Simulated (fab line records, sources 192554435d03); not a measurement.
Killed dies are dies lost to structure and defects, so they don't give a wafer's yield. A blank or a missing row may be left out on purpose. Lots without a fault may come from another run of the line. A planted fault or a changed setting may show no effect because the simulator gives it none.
fab line records | flow n5_finfet | part 1 of 2: steps 1 to 23 of 34
record lots=5 wafers=15 last_day=18
route steps=1938 shown ZERO_LAYER@13 WELL_APT@20
lots that met no fault: from a run of the same line without faults
start_h: hours from the record's first day to the start of the lot's first wafer shown | wait_h: hours since the lot's step before | " the same as in the row above | L1.1+2: a row that stands for several wafers | - no value, or no start given | * or withheld: withheld | < > ~ a bound
route shown NAME@n: a module of which the file shows steps, and the number in the route of the first | usual: mean/standard deviation of fault-free wafers | same: alike in all rows | chamber/n: place in a boat | sites: the reading at each site | _std_site: their standard deviation | _edge_site: outer sites' mean less inner sites' | radius_mm: how far each site lies from the wafer's centre | mask NAME#n: copy n | behind: the tool/chamber that last shaped the wafer | hold: why the lot was held/for how many hours/how that ended | device: the transistor (n, p or np) that didn't switch | end of line: the same wafers' tests at the end of the route | a step without rows: its recipe alone | killed: dies lost to structure and defects at the first sort, not the wafer's yield | map: a wafer's dies, x killed, . not, _ none there
set.NAME: the setting as run; set.NAME@STEP: as run at that earlier step | model.NAME: the simulator's own value behind a step, which no gauge read
lots at some steps of the route; a table a step, a row a wafer
services: from which hour (start_h, from the record's first day; less than 0 if before it) a tool's chamber was out of use, for how many hours, and why
## steps
# step N5_ZERO_LAYER_CD_MEAS_11
# recipe target_cd_nm=2000 landing_energy_ev=500 detector=se_inlens
# usual cd_nm=1999.3/2.6
# same landing_energy_ev=500
# columns lot.wafer tool chamber start_h wait_h cd_nm
L079.2 cd_sem-01 0 42.78 - 2001.1
L079.3 " 0 " " 1997.9
L079.5 " 0 " " 2001.7
L081.1 cd_sem-03 0 54.77 - 2002.9
L081.2 " 0 " " 2002.1
L081.4 " 0 " " 2003.7
L084.2 cd_sem-02 0 72.77 - 1997.3
L084.3 " 0 " " 1997.5
L084.5 " 0 " " 1998.6
L093.2 cd_sem-01 0 126.64 - 1996.7
L093.5 " 0 " " 1999.2
L093.6 " 0 " " 1998.7
L097.1 cd_sem-03 0 150.66 - 2000.9
L097.4 " 0 " " 1996.6
L097.6 " 0 " " 1996.8
# step N5_ZERO_LAYER_DESCUM_16
# recipe chemistry=O2 time_s=7.9 source_power_w=50 bias_power_w=20 pressure_mtorr=20 rf_frequency_hz=2.712e+07 temp_c=40 o2_flow_sccm=225
# usual drypump_motor_current_A=5.6/0.44 oes_product_au=0.79/0.1 rf_vpp_V=243.1/1.2 showerhead_plenum_p_Torr=2.08/0.053 throttle_valve_pct=20.50/0.21
# same time_s=7.9
# columns lot.wafer tool chamber start_h wait_h drypump_motor_current_A oes_product_au rf_hours_counter_h rf_vpp_V showerhead_plenum_p_Torr throttle_valve_pct
L079.2 rie_diel-03 1 42.94 0.2 5.4 0.71 235 241.2 1.99 20.80
L079.3 " 0 " " 5.1 0.75 154 240.3 2.08 20.38
L079.5 " 0 " " 5.1 0.75 - 245.2 2.08 20.37
L081.1 rie_diel-03 2 55.38 0.6 5.3 0.68 216 243.0 2.08 20.48
L081.2 " 1 " " 5.4 0.71 239 240.4 1.98 20.83
L081.4 " 0 " " 5.1 0.75 158 242.2 2.08 20.37
L084.2 rie_diel-03 2 72.81 0.0 5.3 0.69 222 242.4 2.07 20.49
L084.3 " 1 " " 5.4 0.70 244 240.6 1.98 20.82
L084.5 " 0 " " 5.1 0.75 - 244.5 2.08 20.39
L093.2 rie_diel-06 1 126.76 0.1 5.7 0.77 155 243.1 2.09 20.57
L093.5 " 1 " " 5.7 0.77 - 244.2 2.09 20.58
L093.6 " 0 " " 5.2 0.85 - 240.6 2.03 20.14
L097.1 rie_diel-06 1 150.70 0.0 5.7 0.78 163 244.1 2.08 20.58
L097.4 " 2 " " 6.0 0.70 211 242.8 2.06 20.48
L097.6 " 1 " " 5.7 0.77 - 243.7 2.08 20.59
# step N5_ZERO_LAYER_ETCH_17
# recipe chemistry=CF4 target=SiO2 target_depth_a=120 time_s=13.3 ion_energy_ev=350 pressure_mtorr=40 source_w=450 bias_w=215 Ar_flow_sccm=100 cf4_flow_sccm=100
# usual bias_w=215.0/0.64 drypump_motor_current_A=5.6/0.44 mfc_ar_sccm=100.03/0.28 oes_product_au=0.79/0.099 rf_vpp_V=948/3.3 showerhead_plenum_p_Torr=2.13/0.052 throttle_valve_pct=15.72/0.17
# same time_s=13.3
# columns lot.wafer tool chamber start_h wait_h bias_w drypump_motor_current_A mfc_ar_sccm oes_product_au rf_hours_counter_h rf_vpp_V showerhead_plenum_p_Torr throttle_valve_pct
L079.2 rie_diel-03 1 42.98 0.0 214.7 5.3 100.03 0.68 235 941 2.02 16.03
L079.3 " 0 " " 215.2 5.1 100.21 0.73 154 949 2.16 15.78
L079.5 " 0 " " 214.7 5.1 100.03 0.73 - 948 2.16 15.78
L081.1 rie_diel-03 2 55.41 0.0 215.6 5.3 100.01 0.69 216 948 2.12 15.69
L081.2 " 1 " " 215.6 5.4 100.07 0.69 239 942 2.02 16.02
L081.4 " 0 " " 215.1 5.1 100.01 0.73 158 949 2.16 15.80
L084.2 rie_diel-03 2 72.84 0.0 215.9 5.3 100.50 0.68 222 947 2.12 15.70
L084.3 " 1 " " 214.8 5.4 99.77 0.68 244 942 2.02 16.03
L084.5 " 0 " " 214.1 5.1 99.64 0.72 - 948 2.16 15.78
L093.2 rie_diel-06 1 126.80 0.0 215.5 5.7 99.84 0.75 155 949 2.13 15.82
L093.5 " 1 " " 214.6 5.7 100.49 0.75 - 948 2.13 15.82
L093.6 " 0 " " 214.8 5.2 100.09 0.84 - 945 2.09 15.47
L097.1 rie_diel-06 1 150.73 0.0 214.9 5.7 99.92 0.74 163 949 2.13 15.84
L097.4 " 2 " " 215.1 6.0 99.97 0.69 211 946 2.11 15.86
L097.6 " 1 " " 215.5 5.7 99.45 0.73 - 948 2.13 15.84
# step N5_ZERO_LAYER_ETCH_18
# recipe chemistry=HBr/Cl2 target=Si target_depth_a=1200 time_s=40 pressure_mtorr=10 icp_w=800 bias_w=75 HBr_flow_sccm=150 Cl2_flow_sccm=80
# usual HBr_flow_sccm=150.0/0.45 bias_w=74.99/0.22 drypump_motor_current_A=5.6/0.46 oes_product_au=0.998/0.01 throttle_valve_pct=36.4/0.32
# same time_s=40
# columns lot.wafer tool chamber start_h wait_h HBr_flow_sccm bias_w drypump_motor_current_A oes_product_au rf_hours_counter_h throttle_valve_pct
L079.2 rie_si-05 0 43.05 0.0 149.6 74.86 4.9 1.001 6 36.8
L079.3 " 3 " " 150.4 75.10 5.5 0.991 77 35.9
L079.5 " 1 " " 150.0 75.02 5.4 1.009 - 36.7
L081.1 rie_si-06 0 55.49 0.0 150.3 74.81 6.6 1.006 171 36.3
L081.2 " 1 " " 149.9 75.01 6.0 1.007 126 36.1
L081.4 " 3 " " 150.2 75.27 5.0 0.982 - 36.3
L084.2 rie_si-01 1 72.92 0.0 149.8 74.72 5.6 1.009 123 36.4
L084.3 " 0 " " 149.7 74.80 5.9 1.004 82 36.0
L084.5 " 0 " " 150.6 74.55 5.9 1.004 - 36.0
L093.2 rie_si-01 3 126.87 0.0 150.8 74.78 6.0 0.989 110 36.9
L093.5 " 0 " " 149.5 75.03 5.9 1.006 - 36.0
L093.6 " 1 " " 150.9 75.06 5.7 1.009 - 36.4
L097.1 rie_si-06 3 150.80 0.0 150.0 75.01 5.0 0.980 8 36.3
L097.4 " 0 " " 150.3 75.03 6.6 1.004 172 36.3
L097.6 " 3 " " 149.9 74.80 4.9 0.983 - 36.3
# step N5_ZERO_LAYER_STRIP_24
# recipe chemistry=O2 power_w=1000 temp_c=250 overash_fraction=0.3 pressure_mtorr=1000 o2_flow_sccm=6750
# usual drypump_motor_current_A=6.26/0.26 heater_power_w=312/19 oes_product_au=0.648/0.0047 strip_time_to_endpoint_s=43.84/0.092
# columns lot.wafer tool chamber start_h wait_h drypump_motor_current_A heater_power_w oes_product_au rf_hours_counter_h strip_time_to_endpoint_s
L079.2 plasma_asher-01 0 43.16 0.1 6.50 296 0.649 32 43.77
L079.3 " 0 " " 6.50 292 0.648 - 43.79
L079.5 " 0 " " 6.51 293 0.645 - 43.81
L081.1 plasma_asher-01 1 55.59 0.1 6.51 322 0.641 35 43.85
L081.2 " 0 " " 6.46 295 0.649 35 43.75
L081.4 " 0 " " 6.49 294 0.641 - 43.75
L084.2 plasma_asher-02 1 73.03 0.1 5.97 288 0.646 86 43.82
L084.3 " 1 " " 5.96 293 0.646 - 43.64
L084.5 " 1 " " 5.96 295 0.652 - 43.73
L093.2 plasma_asher-01 0 126.97 0.1 6.50 299 0.647 50 43.67
L093.5 " 0 " " 6.50 295 0.646 - 43.74
L093.6 " 1 " " 6.51 324 0.639 - 43.75
L097.1 plasma_asher-02 0 150.92 0.1 5.97 349 0.642 102 43.91
L097.4 " 0 " " 5.96 350 0.650 - 43.95
L097.6 " 1 " " 5.96 286 0.647 - 44.00
# step N5_ZERO_LAYER_STRIP_19
# recipe chemistry=SPM time_s=900 temp_c=130 h2so4_h2o2_vol_ratio=4 dry=ipa_marangoni
# same time_s=900
# columns lot.wafer tool chamber start_h wait_h
L079.2+3+5 wet_bench-05 4,1,0 43.25 0.1
L081.1+2+4 wet_bench-06 6,5,1 55.68 0.1
L084.2+3+5 wet_bench-05 5,7,6 73.12 0.1
L093.2+5+6 wet_bench-06 6,0,1 127.06 0.1
L097.1+4+6 wet_bench-06 2,3,1 151.00 0.1
# step N5_ZERO_LAYER_INSPECT_20
# recipe inspect_instrument=darkfield mode=post_clean
# usual raw_defect_count=34/14
# columns lot.wafer tool chamber start_h wait_h raw_defect_count
L079.2 defect_inspect-01 - 43.52 0.0 36
L079.3 " - " " 11
L079.5 " - " " 35
L081.1 defect_inspect-02 - 55.95 0.0 46
L081.2 " - " " 43
L081.4 " - " " 29
L084.2 defect_inspect-01 - 73.39 0.0 23
L084.3 " - " " 30
L084.5 " - " " 37
L093.2 defect_inspect-01 - 127.59 0.0 37
L093.5 " - " " 18
L093.6 " - " " 16
L097.1 defect_inspect-01 - 151.28 0.0 36
L097.4 " - " " 62
L097.6 " - " " 63
# step N5_WELL_APT_HMDS_01
# recipe time_s=60 temp_c=120
# usual heater_power_total_W=196.9/2.2
# same time_s=60
# columns lot.wafer tool chamber start_h wait_h heater_power_total_W
L079.2 litho_track-02 0 43.55 0.0 198.8
L079.3 " 0 " " 195.7
L079.5 " 0 " " 199.4
L081.1 litho_track-03 0 55.98 0.0 196.7
L081.2 " 0 " " 199.0
L081.4 " 0 " " 198.3
L084.2 litho_track-01 0 73.42 0.0 196.1
L084.3 " 0 " " 194.5
L084.5 " 0 " " 196.7
L093.2 litho_track-03 0 127.62 0.0 197.9
L093.5 " 0 " " 199.8
L093.6 " 0 " " 196.1
L097.1 litho_track-02 0 151.31 0.0 199.7
L097.4 " 0 " " 194.9
L097.6 " 0 " " 194.4
# step N5_WELL_APT_COAT_02
# recipe spin_rpm=1357 resist_thk_nm=950
# usual spin_speed_rpm=1357.0/0.8
# columns lot.wafer tool chamber start_h wait_h spin_speed_rpm
L079.2 litho_track-02 0 - - 1355.8
L079.3 " 0 " " 1356.5
L079.5 " 0 " " 1357.5
L081.1 litho_track-03 0 - - 1356.7
L081.2 " 0 " " 1356.8
L081.4 " 0 " " 1358.3
L084.2 litho_track-01 0 - - 1356.8
L084.3 " 0 " " 1357.0
L084.5 " 0 " " 1357.3
L093.2 litho_track-03 0 - - 1356.5
L093.5 " 0 " " 1356.8
L093.6 " 0 " " 1356.6
L097.1 litho_track-02 0 - - 1356.8
L097.4 " 0 " " 1356.8
L097.6 " 0 " " 1357.9
# step N5_WELL_APT_EBR_04
# recipe solvent=PGMEA ebr_width_mm=1.5
# columns lot.wafer tool chamber start_h wait_h
L079.2+3+5 litho_track-02 0 - -
L081.1+2+4 litho_track-03 0 - -
L084.2+3+5 litho_track-01 0 - -
L093.2+5+6 litho_track-03 0 - -
L097.1+4+6 litho_track-02 0 - -
# step N5_WELL_APT_SOFTBAKE_03
# recipe temp_c=130 time_s=60
# usual heater_power_total_W=218.6/1.6
# same time_s=60
# columns lot.wafer tool chamber start_h wait_h heater_power_total_W
L079.2 litho_track-02 0 - - 219.2
L079.3 " 0 " " 217.1
L079.5 " 0 " " 221.0
L081.1 litho_track-03 0 - - 217.2
L081.2 " 0 " " 221.0
L081.4 " 0 " " 217.9
L084.2 litho_track-01 0 - - 217.3
L084.3 " 0 " " 217.3
L084.5 " 0 " " 216.4
L093.2 litho_track-03 0 - - 220.7
L093.5 " 0 " " 216.5
L093.6 " 0 " " 218.5
L097.1 litho_track-02 0 - - 220.9
L097.4 " 0 " " 219.1
L097.6 " 0 " " 220.5
# step N5_WELL_APT_EXPOSE_05
# recipe mask_id=NWELL na=0.8 source_shape=conventional sigma_outer=0.8 polarization=unpolarized defocus_nm=0 target_cd_nm=200 dose_mj=20.3
# columns lot.wafer tool chamber start_h wait_h mask
L079.2+3+5 krf_scanner-01 0 43.66 - NWELL#0
L081.1+2+4 krf_scanner-01 0 56.08 - NWELL#0
L084.2+3+5 krf_scanner-01 0 73.53 - NWELL#0
L093.2+5+6 krf_scanner-01 0 127.85 - NWELL#0
L097.1+4+6 krf_scanner-02 0 151.53 - NWELL#0
# step N5_WELL_APT_PEB_06
# recipe peb_temp_c=130 peb_time_s=90
# usual heater_power_total_W=172.4/0.76
# columns lot.wafer tool chamber start_h wait_h heater_power_total_W
L079.2 litho_track-01 0 43.71 0.0 173.1
L079.3 " 0 " " 172.5
L079.5 " 0 " " 172.7
L081.1 litho_track-03 0 56.14 0.1 170.9
L081.2 " 0 " " 172.0
L081.4 " 0 " " 172.7
L084.2 litho_track-01 0 73.58 0.0 171.3
L084.3 " 0 " " 172.8
L084.5 " 0 " " 173.9
L093.2 litho_track-02 0 127.91 0.0 172.6
L093.5 " 0 " " 173.1
L093.6 " 0 " " 173.0
L097.1 litho_track-02 0 151.59 0.1 171.2
L097.4 " 0 " " 173.7
L097.6 " 0 " " 172.8
# step N5_WELL_APT_DEVELOP_07
# recipe develop_time_s=45 rinse_liquid=surfactant_rinse dry=air_spin dev_temp_c=21
# columns lot.wafer tool chamber start_h wait_h
L079.2+3+5 litho_track-01 0 - -
L081.1+2+4 litho_track-03 0 - -
L084.2+3+5 litho_track-01 0 - -
L093.2+5+6 litho_track-02 0 - -
L097.1+4+6 litho_track-02 0 - -
# step N5_WELL_APT_HARDBAKE_12
# recipe temp_c=130 time_s=120
# usual heater_power_total_W=148.1/0.96
# same time_s=120
# columns lot.wafer tool chamber start_h wait_h heater_power_total_W
L079.2 litho_track-01 0 - - 148.9
L079.3 " 0 " " 149.3
L079.5 " 0 " " 146.6
L081.1 litho_track-03 0 - - 146.6
L081.2 " 0 " " 149.0
L081.4 " 0 " " 146.8
L084.2 litho_track-01 0 - - 148.9
L084.3 " 0 " " 147.7
L084.5 " 0 " " 148.8
L093.2 litho_track-02 0 - - 148.4
L093.5 " 0 " " 148.5
L093.6 " 0 " " 148.8
L097.1 litho_track-02 0 - - 147.7
L097.4 " 0 " " 148.4
L097.6 " 0 " " 147.6
# step N5_WELL_APT_CD_MEAS_08
# recipe target_cd_nm=200 landing_energy_ev=500 detector=se_inlens
# usual cd_nm=199.9/2.1
# same landing_energy_ev=500
# columns lot.wafer tool chamber start_h wait_h cd_nm
L079.2 cd_sem-03 0 43.82 - 200.2
L079.3 " 0 " " 200.1
L079.5 " 0 " " 199.6
L081.1 cd_sem-03 0 56.25 - 199.6
L081.2 " 0 " " 200.8
L081.4 " 0 " " 198.1
L084.2 cd_sem-03 0 73.69 - 198.1
L084.3 " 0 " " 196.8
L084.5 " 0 " " 200.2
L093.2 cd_sem-03 0 128.02 - 202.5
L093.5 " 0 " " 201.9
L093.6 " 0 " " 198.5
L097.1 cd_sem-03 0 151.70 - 200.0
L097.4 " 0 " " 203.8
L097.6 " 0 " " 198.9
# step N5_WELL_APT_OVL_MEAS_09
# recipe points_per_wafer=44
# usual NWELL_OVL=-2/5.2
# same points_per_wafer=44
# columns lot.wafer tool chamber start_h wait_h NWELL_OVL[nm]
L079.2 overlay-01 0 43.85 0.0 -7
L079.3 " 0 " " 5
L079.5 " 0 " " -1
L081.1 overlay-01 0 56.28 0.0 -1
L081.2 " 0 " " -2
L081.4 " 0 " " -7
L084.2 overlay-01 0 73.72 0.0 2
L084.3 " 0 " " 1
L084.5 " 0 " " 8
L093.2 overlay-01 0 128.05 0.0 -2
L093.5 " 0 " " -5
L093.6 " 0 " " -6
L097.1 overlay-02 0 151.73 0.0 2
L097.4 " 0 " " -13
L097.6 " 0 " " -1
# step N5_WELL_APT_INSPECT_10
# recipe mode=adi inspect_instrument=macro
# usual raw_defect_count=2.2/1.3
# columns lot.wafer tool chamber start_h wait_h raw_defect_count
L079.2 defect_inspect-01 - 43.88 0.0 1
L079.3 " - " " 1
L079.5 " - " " 2
L081.1 defect_inspect-02 - 56.31 0.0 1
L081.2 " - " " 2
L081.4 " - " " 0
L084.2 defect_inspect-01 - 73.75 0.0 3
L084.3 " - " " 3
L084.5 " - " " 4
L093.2 defect_inspect-01 - 128.07 0.0 4
L093.5 " - " " 2
L093.6 " - " " 0
L097.1 defect_inspect-02 - 151.76 0.0 2
L097.4 " - " " 2
L097.6 " - " " 5
# step N5_WELL_APT_DESCUM_13
# recipe chemistry=O2 time_s=7.9 source_power_w=50 bias_power_w=20 pressure_mtorr=20 rf_frequency_hz=2.712e+07 temp_c=40 o2_flow_sccm=225
# usual drypump_motor_current_A=5.8/0.51 oes_product_au=0.76/0.058 rf_vpp_V=243.2/1.2 showerhead_plenum_p_Torr=2.10/0.069 throttle_valve_pct=20.57/0.27
# same time_s=7.9
# columns lot.wafer tool chamber start_h wait_h drypump_motor_current_A oes_product_au rf_hours_counter_h rf_vpp_V showerhead_plenum_p_Torr throttle_valve_pct
L079.2 rie_diel-05 3 43.96 0.1 5.6 0.72 184 244.6 2.17 20.26
L079.3 " 1 " " 4.8 0.72 160 243.2 2.19 20.91
L079.5 " 1 " " 4.8 0.73 - 244.5 2.19 20.92
L081.1 rie_diel-05 3 56.34 0.0 5.6 0.71 189 243.6 2.16 20.30
L081.2 " 0 " " 6.4 0.79 122 241.5 2.03 20.41
L081.4 " 1 " " 4.8 0.72 165 244.3 2.19 20.91
L084.2 rie_diel-01 2 73.78 0.0 5.7 0.79 136 244.9 2.22 21.02
L084.3 " 0 " " 6.3 0.70 200 241.8 2.00 20.84
L084.5 " 2 " " 5.7 0.79 - 243.7 2.22 21.02
L093.2 rie_diel-05 0 128.11 0.0 6.4 0.77 144 242.5 2.02 20.46
L093.5 " 2 " " 5.9 0.72 - 243.9 2.08 20.40
L093.6 " 1 " " 4.7 0.70 - 244.8 2.18 20.95
L097.1 rie_diel-05 2 151.99 0.2 5.9 0.71 194 242.5 2.08 20.38
L097.4 " 3 " " 5.6 0.69 218 244.3 2.15 20.32
L097.6 " 1 " " 4.8 0.69 - 243.8 2.18 20.97
# step N5_WELL_APT_IMPLANT_14
# recipe species=P energy_kev=160 dose_cm2=1.5e+13 tilt_deg=0 rotation_deg=0
# usual beam_energy_keV=159.99/0.047
# columns lot.wafer tool chamber start_h wait_h beam_energy_keV
L079.2 implanter-02 0 44.09 0.1 159.97
L079.3 " 0 " " 159.93
L079.5 " 0 " " 159.85
L081.1 implanter-01 0 56.44 0.1 160.03
L081.2 " 0 " " 160.00
L081.4 " 0 " " 160.05
L084.2 implanter-01 0 73.91 0.1 159.91
L084.3 " 0 " " 159.95
L084.5 " 0 " " 159.99
L093.2 implanter-01 0 128.24 0.1 160.01
L093.5 " 0 " " 160.01
L093.6 " 0 " " 160.09
L097.1 implanter-02 0 152.09 0.1 160.11
L097.4 " 0 " " 160.05
L097.6 " 0 " " 160.08
# step N5_WELL_APT_IMPLANT_15
# recipe species=As energy_kev=25 dose_cm2=1.5e+13 tilt_deg=0 rotation_deg=0
# usual beam_energy_keV=25.000/0.0074
# columns lot.wafer tool chamber start_h wait_h beam_energy_keV
L079.2 implanter-02 0 44.27 0.1 25.012
L079.3 " 0 " " 24.995
L079.5 " 0 " " 25.004
L081.1 implanter-01 0 56.62 0.1 24.995
L081.2 " 0 " " 24.985
L081.4 " 0 " " 24.985
L084.2 implanter-01 0 74.09 0.1 24.993
L084.3 " 0 " " 25.000
L084.5 " 0 " " 24.995
L093.2 implanter-01 0 128.42 0.1 25.002
L093.5 " 0 " " 25.017
L093.6 " 0 " " 25.001
L097.1 implanter-02 0 152.27 0.1 25.000
L097.4 " 0 " " 24.994
L097.6 " 0 " " 24.997
# step N5_WELL_APT_STRIP_16
# recipe chemistry=SPM time_s=900 temp_c=130 h2so4_h2o2_vol_ratio=4 dry=ipa_marangoni
# same time_s=900
# columns lot.wafer tool chamber start_h wait_h
L079.2+3+5 wet_bench-04 5,0,1 44.47 0.2
L081.1+2+4 wet_bench-02 0,4,5 56.83 0.2
L084.2+3+5 wet_bench-03 0,1,2 74.27 0.1
L093.2+5+6 wet_bench-03 1,3,4 128.59 0.1
L097.1+4+6 wet_bench-04 2,1,6 152.49 0.2
# step N5_WELL_APT_HMDS_18
# recipe time_s=60 temp_c=120
# usual heater_power_total_W=197.0/2.1
# same time_s=60
# columns lot.wafer tool chamber start_h wait_h heater_power_total_W
L079.2 litho_track-01 0 44.74 0.0 194.1
L079.3 " 0 " " 195.3
L079.5 " 0 " " 199.8
L081.1 litho_track-02 0 57.11 0.0 196.2
L081.2 " 0 " " 199.1
L081.4 " 0 " " 194.4
L084.2 litho_track-03 0 74.55 0.0 194.2
L084.3 " 0 " " 196.0
L084.5 " 0 " " 195.5
L093.2 litho_track-01 0 128.89 0.0 199.9
L093.5 " 0 " " 196.6
L093.6 " 0 " " 197.3
L097.1 litho_track-03 0 152.76 0.0 195.4
L097.4 " 0 " " 194.4
L097.6 " 0 " " 197.0
